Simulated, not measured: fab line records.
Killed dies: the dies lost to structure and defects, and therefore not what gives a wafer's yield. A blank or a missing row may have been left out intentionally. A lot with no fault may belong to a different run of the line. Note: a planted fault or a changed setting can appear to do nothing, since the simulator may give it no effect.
fab line records	flow n5-finfet
record: lots: 13	wafers: 35	last-day: 18
route steps=1938 shown BEOL_M4@1085 BEOL_M5@1119
lots with no fault: from the same line, run without faults
start-h: hours from the record's opening day to when the first of the lot's shown wafers began	wait-h: hours since the lot's step before	" unchanged from the row above	L1.1+2: a single row standing in for several wafers	- either no value or no given start	* or withheld: withheld	< > ~ a bound
route shown NAME@n: NAME is a module with steps in the file, n the number in the route of the first one	usual: mean and standard deviation over wafers with no fault	same: alike in all rows	chamber/n: place in a boat	sites: readings site by site	_std_site: the values' standard deviation	_edge_site: inner sites' mean taken away from outer sites' mean	radius-mm: for every site, how far away it sits from the centre of the wafer	mask NAME#n: copy n	behind: the most recent tool/chamber to have shaped the wafer	hold: cause of the lot's hold/its duration in hours/its outcome	device: transistor that didn't switch, given as n, p or np	end of line: the same wafers' tests at the end of the route	where a step has no rows: the recipe by itself	killed: dies that structure and defects cost at the first sort, which is not the same as the wafer's yield	map: a wafer's dies, x killed, . not, _ none there
set.NAME: the setting as run; set.NAME@STEP: as run at that earlier step	model.NAME: the simulator's own value behind a step, which no gauge read
one table for each step of the route and one row for each wafer, over a sample of lots
services: from which hour (start-h, from the record's first day; less than 0 if before it) a tool's chamber was out of use, for how many hours, and why
== steps ==
step: N5_BEOL_M4_ANNEAL_49
recipe: temp-c: 400	time-s: 240	ambient: vacuum
usual: heater-power-w: 823/84
lot.wafer	tool	chamber	start-h	wait-h	heater-power-w
L364.2	pvd-sputter-02	-	173.23	0.0	1008
L364.3	"	-	"	"	791
L364.5	"	-	"	"	789
L365.3	pvd-sputter-02	-	182.47	0.0	851
L365.4	"	-	"	"	808
L365.6	"	-	"	"	917
L366.1	pvd-sputter-03	-	190.69	0.0	751
L366.2	"	-	"	"	804
L366.6	"	-	"	"	865
L367.3	pvd-sputter-01	-	194.49	0.0	762
L367.4	"	-	"	"	894
L367.5	"	-	"	"	827
L368.1	pvd-sputter-03	-	194.67	0.0	853
L368.4	"	-	"	"	738
L370.1	pvd-sputter-03	-	209.47	0.0	745
L370.6	"	-	"	"	832
L371.4	pvd-sputter-02	-	210.33	0.0	895
L371.6	"	-	"	"	983
L376.1	pvd-sputter-03	-	244.81	0.0	866
L376.6	"	-	"	"	849
L375.3	pvd-sputter-02	-	248.01	0.0	962
L375.4	"	-	"	"	867
L375.5	"	-	"	"	804
L377.3	pvd-sputter-03	-	258.96	0.0	866
L377.4	"	-	"	"	670
L377.6	"	-	"	"	747
L379.1	pvd-sputter-01	-	263.02	0.0	739
L379.2	"	-	"	"	816
L379.6	"	-	"	"	891
L381.4	pvd-sputter-03	-	282.03	0.0	748
L381.5	"	-	"	"	856
L381.6	"	-	"	"	667
L387.2	pvd-sputter-01	-	313.25	0.0	737
L387.3	"	-	"	"	815
L387.5	"	-	"	"	731
step: N5_BEOL_M4_SPUTTER_90
recipe: material: Cu	target-thk-a: 45	temp-c: -20	chamber-pressure-pa: 0.07	power-w: withheld	time-s: 8.29
usual: throttle-valve-pct: 30.1/0.86
lot.wafer	tool	chamber	start-h	wait-h	throttle-valve-pct
L364.2	pvd-sputter-02	-	174.25	0.1	28.4
L364.3	"	-	"	"	30.1
L364.5	"	-	"	"	29.8
L365.3	pvd-sputter-02	-	183.49	0.1	31.2
L365.4	"	-	"	"	29.8
L365.6	"	-	"	"	30.1
L366.1	pvd-sputter-03	-	191.71	0.1	30.3
L366.2	"	-	"	"	30.4
L366.6	"	-	"	"	30.9
L367.3	pvd-sputter-01	-	195.51	0.1	28.4
L367.4	"	-	"	"	30.9
L367.5	"	-	"	"	30.5
L368.1	pvd-sputter-03	-	195.69	0.1	30.7
L368.4	"	-	"	"	30.3
L370.1	pvd-sputter-03	-	210.49	0.1	30.1
L370.6	"	-	"	"	30.4
L371.4	pvd-sputter-02	-	211.35	0.1	30.5
L371.6	"	-	"	"	28.1
L376.1	pvd-sputter-03	-	245.83	0.1	31.3
L376.6	"	-	"	"	30.2
L375.3	pvd-sputter-02	-	249.03	0.1	28.4
L375.4	"	-	"	"	31.2
L375.5	"	-	"	"	30.0
L377.3	pvd-sputter-03	-	259.98	0.1	31.0
L377.4	"	-	"	"	30.2
L377.6	"	-	"	"	30.4
L379.1	pvd-sputter-01	-	264.04	0.1	28.4
L379.2	"	-	"	"	30.8
L379.6	"	-	"	"	31.0
L381.4	pvd-sputter-03	-	283.05	0.1	30.5
L381.5	"	-	"	"	30.9
L381.6	"	-	"	"	30.2
L387.2	pvd-sputter-01	-	314.27	0.1	29.9
L387.3	"	-	"	"	30.3
L387.5	"	-	"	"	30.0
step: N5_BEOL_M4_DEP_57
recipe: material: SiCN	target-thk-a: 80	temp-c: withheld	precursor: 3MS/NH3	pressure-torr: 3	rf-w: 202	time-s: 14
usual: showerhead-plenum-p-Torr: 3.658/0.01	showerhead-vpp-V: 878/39	throttle-valve-pct: 9.3/0.67
lot.wafer	tool	chamber	start-h	wait-h	showerhead-plenum-p-Torr	showerhead-vpp-V	throttle-valve-pct
L364.2	pecvd-02	0	175.91	0.0	3.653	870	10.4
L364.3	"	1	"	"	3.647	925	10.1
L364.5	"	1	"	"	3.654	923	9.9
L365.3	pecvd-03	1	185.15	0.0	3.667	842	9.4
L365.4	"	1	"	"	3.659	846	9.4
L365.6	"	0	"	"	3.675	881	9.4
L366.1	pecvd-04	0	193.36	0.0	3.639	911	9.1
L366.2	"	2	"	"	3.656	810	9.0
L366.6	"	2	"	"	3.643	807	8.9
L367.3	pecvd-02	1	197.16	0.0	3.653	927	9.9
L367.4	"	0	"	"	3.663	888	10.0
L367.5	"	1	"	"	3.659	935	10.0
L368.1	pecvd-03	2	197.35	0.0	3.672	817	8.1
L368.4	"	2	"	"	3.664	817	7.8
L370.1	pecvd-02	2	212.19	0.0	3.668	869	8.4
L370.6	"	1	"	"	3.655	915	10.2
L371.4	pecvd-02	0	213.28	0.0	3.649	873	10.1
L371.6	"	1	"	"	3.662	944	10.2
L376.1	pecvd-03	1	247.47	0.0	3.673	840	9.6
L376.6	"	2	"	"	3.666	821	8.6
L375.3	pecvd-02	0	250.67	0.0	3.655	872	10.0
L375.4	"	1	"	"	3.652	949	10.2
L375.5	"	0	"	"	3.650	891	9.8
L377.3	pecvd-02	2	262.23	0.0	3.663	892	8.5
L377.4	"	0	"	"	3.652	907	9.9
L377.6	"	2	"	"	3.659	874	9.0
L379.1	pecvd-02	2	265.68	0.0	3.667	879	9.0
L379.2	"	1	"	"	3.669	942	10.1
L379.6	"	2	"	"	3.672	897	8.6
L381.4	pecvd-04	2	284.71	0.0	3.653	806	7.9
L381.5	"	0	"	"	3.642	917	9.2
L381.6	"	1	"	"	3.663	878	9.9
L387.2	pecvd-03	2	316.68	0.0	3.669	816	8.5
L387.3	"	1	"	"	3.668	821	9.6
L387.5	"	2	"	"	3.668	803	8.4
step: N5_BEOL_M5_COAT_71
recipe: resist: underlayer	temp-c: 205	time-s: 60	spin-rpm: 1500	resist-thk-nm: 5
usual: heater-power-total-W: 391.8/1.3	spin-speed-rpm: 1500.0/0.94
lot.wafer	tool	chamber	start-h	wait-h	heater-power-total-W	spin-speed-rpm
L364.2	litho-track-05	0	179.82	-	391.6	1499.8
L364.3	"	0	"	"	391.5	1499.6
L364.5	"	0	"	"	390.0	1499.9
L365.3	litho-track-05	0	188.06	-	391.9	1499.2
L365.4	"	0	"	"	393.5	1501.3
L365.6	"	0	"	"	390.8	1500.0
L366.1	litho-track-04	0	197.03	-	390.6	1498.6
L366.2	"	0	"	"	391.3	1498.4
L366.6	"	0	"	"	393.1	1500.1
L367.3	litho-track-04	0	199.16	-	393.0	1500.3
L367.4	"	0	"	"	392.9	1498.9
L367.5	"	0	"	"	390.6	1499.2
L368.1	litho-track-05	0	199.38	-	393.9	1501.9
L368.4	"	0	"	"	392.2	1500.4
L370.1	litho-track-05	0	215.50	-	390.5	1501.6
L370.6	"	0	"	"	391.0	1499.6
L371.4	litho-track-05	0	215.74	-	392.0	1500.6
L371.6	"	0	"	"	393.2	1500.3
L376.1	litho-track-05	0	250.58	-	390.1	1499.1
L376.6	"	0	"	"	390.0	1499.4
L375.3	litho-track-04	0	252.91	-	392.0	1500.5
L375.4	"	0	"	"	392.1	1500.5
L375.5	"	0	"	"	391.4	1499.7
L377.3	litho-track-05	0	265.48	-	394.0	1649.7
L377.4	"	0	"	"	392.6	1649.4
L377.6	"	0	"	"	390.4	1648.5
L379.1	litho-track-05	0	268.51	-	393.0	1648.3
L379.2	"	0	"	"	391.9	1646.7
L379.6	"	0	"	"	393.4	1646.5
L381.4	litho-track-04	0	286.74	-	391.9	1499.8
L381.5	"	0	"	"	389.5	1500.8
L381.6	"	0	"	"	392.4	1501.6
L387.2	litho-track-04	0	318.93	-	391.5	1500.5
L387.3	"	0	"	"	391.5	1499.4
L387.5	"	0	"	"	393.2	1498.8
== services ==
tool	chamber	start-h	hours	kind
pecvd-02	2	155.76	2.1	scheduled-down
pecvd-04	0	157.64	2.1	scheduled-down
pecvd-04	1	171.87	21.9	repair
pvd-sputter-02	-	177.90	0.7	repair
pecvd-04	2	202.43	-	clean
pecvd-04	2	202.43	-	consumable-replace:showerhead
pecvd-04	2	202.43	29.0	scheduled-down
pecvd-04	2	202.43	29.0	vent-cycle
litho-track-05	-	211.65	-	consumable-replace:filter
pecvd-04	0	223.22	5.5	scheduled-down
litho-track-05	-	236.04	-	consumable-replace:filter
litho-track-05	-	243.01	-	consumable-replace:filter
litho-track-04	-	287.22	-	consumable-replace:filter
pecvd-04	1	291.98	16.5	scheduled-down
pecvd-04	-	292.23	3.4	repair
== key ==
first-sign: step: N5_BEOL_M5_COAT_71	reading: spin-speed-rpm	direction: up	sigmas: 99+	usual: *	struck: *
effect none on later readings
met-at N5_BEOL_M5_COAT_71
struck-lots L377,L379
not-acting-at N5_BEOL_M4_ANNEAL_49,N5_BEOL_M4_SPUTTER_90,N5_BEOL_M4_DEP_57
onset-between 250.58 265.48
fault: kind: process-parameter-drift	tool: litho-track-05	chamber: -	onset-h: 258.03	steps: N5_BEOL_M5_COAT_71	channel: spin-rpm	offset: *	shape: step	end-h: 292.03	acts-in: *	stated: *
